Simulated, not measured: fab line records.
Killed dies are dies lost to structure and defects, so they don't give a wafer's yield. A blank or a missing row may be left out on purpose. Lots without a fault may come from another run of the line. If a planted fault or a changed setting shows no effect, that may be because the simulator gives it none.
Chamber matching -- flow n5Finfet -- N5_BEOL_M3_PRE_CLEAN_60 on cvdCo-01: 3 sister chambers
The step time 15 s. 22 wafers are shown with their chamber, then 11 later ones without.

## WAFERS WITH THEIR CHAMBER
wafer,chamber,heaterPowerW (W),rfFwdPowerW (W)
L074.2,1,117,297.7
L074.5,1,117,297.9
L074.6,0,75,296.7
L076.1,0,75,297.6
L076.4,1,117,297.7
L076.6,2,68,295.0
L077.1,1,116,296.9
L077.4,2,67,296.2
L077.5,0,76,298.3
L080.2,0,74,296.2
L080.4,2,68,296.6
L080.5,0,75,297.8
L079.2,2,68,294.6
L079.4,0,77,297.9
L079.6,1,115,297.6
L084.1,1,120,296.3
L084.2,0,76,297.5
L084.5,0,73,298.6
L083.1,1,119,298.8
L083.4,0,74,297.2
L083.5,2,69,293.2
L085.3,0,75,299.0

SIGNATURES (means of the wafers above)
reading,chamber 0,chamber 1,chamber 2,scatter within a chamber
heaterPowerW,75.00,117.29,68.00,1.29
rfFwdPowerW,297.680,297.557,295.120,0.96
Rule: distance of a wafer from a chamber = root of the sum over the readings of ((wafer's reading minus chamber's mean) / reading's scatter) squared. If the next closest chamber is less than 2 further off than the closest, the wafer can't be placed; otherwise it belongs to the closest. The scatter: take each reading less its chamber's mean, square it, sum over the shown wafers, divide by the number of wafers less the number of chambers, and take the root.

## WAFERS MISSING THEIR CHAMBER
wafer,heaterPowerW (W),rfFwdPowerW (W)
L085.4,75,298.0
L085.5,120,296.4
L087.1,73,297.4
L087.4,75,297.5
L087.6,117,297.6
L090.2,116,298.2
L090.3,67,294.6
L090.6,74,298.4
L096.2,69,295.0
L096.3,116,297.1
L096.5,68,294.1

## THE CHAMBER EACH PASSED THROUGH
wafer,from the rows above,in truth
L085.4,0,0
L085.5,1,1
L087.1,0,0
L087.4,0,0
L087.6,1,1
L090.2,1,1
L090.3,2,2
L090.6,0,0
L096.2,2,2
L096.3,1,1
L096.5,2,2
11 of 11 placed correctly. Number that these rows cannot place: 0. 0 placed wrongly.
